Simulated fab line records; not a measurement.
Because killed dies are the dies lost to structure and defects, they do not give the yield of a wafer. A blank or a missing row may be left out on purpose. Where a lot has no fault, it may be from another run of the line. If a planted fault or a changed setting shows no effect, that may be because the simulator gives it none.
Struck lot and sound lot, side by side :: flow nand_harc :: 18 steps out of a route of 1159
Sound: these wafers, L244.2, L244.5, L244.6. Wafers struck: L254.1, L254.2, L254.5. The cause comes at the end.
Each step with rows lists, per side, the tool, then ch with its chambers, then its first start. Under that, the readings that differ: sound wafers :: struck wafers :: difference of the means :: sigmas: that difference in standard deviations of wafers without a fault.
alike: same words and numbers on both sides, and readings whose means sit less than 2 such deviations apart. not compared: any withheld reading, any reading some wafer has no value for, any bound like >300 that may hide the same value, and any number with overlapping values for which the record gives no deviation.
Wherever a step has rows on one side only, a row that says differs or no value, or a row with sigmas, the two part there. When numbers do not overlap yet have no deviation, they are printed without sigmas and do not part them. Lack of a reading on every wafer of one side parts them only where that side has two or more wafers.

NHARC_A_SGD_CUT_CD_MEAS_09: target cd 100 nm.
  sound on cd_sem-02 ch 0, day 16 10:52; struck on cd_sem-02 ch 0, day 19 12:10
  alike: cd_nm
NHARC_A_SGD_CUT_OVL_MEAS_10:
  sound on overlay-01, day 16 10:57; struck on overlay-01, day 19 12:16
  alike: overlay_x_nm, overlay_y_nm
NHARC_A_SGD_CUT_INSPECT_11:
  sound on defect_inspect-01, day 16 10:59; struck on defect_inspect-01, day 19 12:18
  alike: raw_defect_count
NHARC_A_SGD_CUT_DESCUM_14: chemistry O2, time 3 s.
  sound on rie_diel-04 ch 0,1,3, day 16 11:04; struck on rie_diel-08 ch 1,3, day 19 12:22
  alike: drypump_motor_current_A, oes_product_au, rf_vpp_V, showerhead_plenum_p_Torr, throttle_valve_pct
  not compared: rf_hours_counter_h
then, 1 step without rows for these wafers: NHARC_A_SGD_CUT_ETCH_58 (etches the open film in CF4, target depth 39 nm, time 65 s).
NHARC_A_SGD_CUT_ETCH_59: etches the open film in N2/H2, target depth 260 nm, time 406.25 s.
  sound: rie_diel-04 ch 2,3; struck: rie_diel-08 ch 1,2,3
reading: drypump_motor_current_A (A)
sound: 6.28 6.26 6.01
struck: 5.51 5.52 5.75
difference: -0.59
sigmas: -2
  alike: oes_product_au, rf_vpp_V, showerhead_plenum_p_Torr, throttle_valve_pct
  not compared: rf_hours_counter_h
NHARC_A_SGD_CUT_ETCH_15: etches the open film in CH3F/O2, target depth 75 nm, time 64.3 s.
  sound: rie_diel-04 ch 0,2,3; struck: rie_diel-08 ch 0,1,3
reading: oes_product_au (a.u.)
sound: 0.928 0.924 0.934
struck: 0.948 0.976 0.973
difference: +0.037
sigmas: +2
  alike: drypump_motor_current_A, rf_vpp_V, showerhead_plenum_p_Torr, throttle_valve_pct
  not compared: rf_hours_counter_h
NHARC_A_SGD_CUT_ETCH_16: etches the open film in C4F8/O2/Ar, target depth 310.5 nm, time 155.2 s.
  sound: rie_diel-04 ch 0,1; struck: rie_diel-08 ch 0,2
reading: oes_product_au (a.u.)
sound: 0.935 0.932 0.942
struck: 0.978 0.972 0.982
difference: +0.041
sigmas: +3
  alike: rf_vpp_V
  not compared: rf_hours_counter_h
then, 1 step without rows for these wafers: NHARC_A_SGD_CUT_STRIP_60 (strips in C4F8/O2/Ar).
NHARC_A_SGD_CUT_STRIP_17: strips in O2.
  sound: rie_diel-04 ch 0,1; struck: rie_diel-08 ch 0,2,3
  alike: drypump_motor_current_A, oes_product_au, rf_vpp_V, showerhead_plenum_p_Torr, throttle_valve_pct
  not compared: rf_hours_counter_h
then, 2 steps without rows for these wafers: NHARC_A_SGD_CUT_PRECLEAN_18 (cleans in SC1); NHARC_A_SGD_CUT_SRD_19.
NHARC_A_SGD_CUT_DEP_20: deposits SiO2, target thk 150 nm.
  sound on fcvd-02 ch 0,1, day 16 12:34; struck on fcvd-02 ch 0,1, day 19 13:31
  not compared: susceptor_temp_C
then, 1 step without rows for these wafers: NHARC_A_SGD_CUT_ANNEAL_27 (time 1800 s).
NHARC_A_SGD_CUT_CMP_21: polishes, target thk 148.19 nm.
  sound on cmp-02 ch 0,3, day 16 18:53; struck on cmp-02 ch 1,3, day 19 18:18
reading: time_to_endpoint_s (s)
sound: 50.3 49.5 53.7
struck: 15.8 14.6 15.0
difference: -36.0
sigmas: -15
  alike: motor_current_A
NHARC_A_SGD_CUT_THK_MEAS_22: measures by ellipsometry.
  sound on film_metro-02, day 16 19:08; struck on film_metro-02, day 19 18:34
reading: thk_nm (nm)
sound: 149.1 147.3 150.7
struck: 47.7 51.1 51.2
difference: -99.0
sigmas: -76
after that, 1 step had no rows for these wafers: NHARC_A_SGD_CUT_SRD_23.
-- jump in the record: it breaks off in module A_SGD_CUT and resumes in module END (first step shown: number 1159 of the route), and 5 days separate the struck wafers' starts before and after --
NHARC_END_SORT_01:
  the record has rows for the struck wafers here (prober-02 ch 0, day 25 04:31) and none for the sound ones

## WHERE THEY PART
First at NHARC_A_SGD_CUT_ETCH_59; last, within this record, at NHARC_END_SORT_01.

WHY: what had been put in by the simulator
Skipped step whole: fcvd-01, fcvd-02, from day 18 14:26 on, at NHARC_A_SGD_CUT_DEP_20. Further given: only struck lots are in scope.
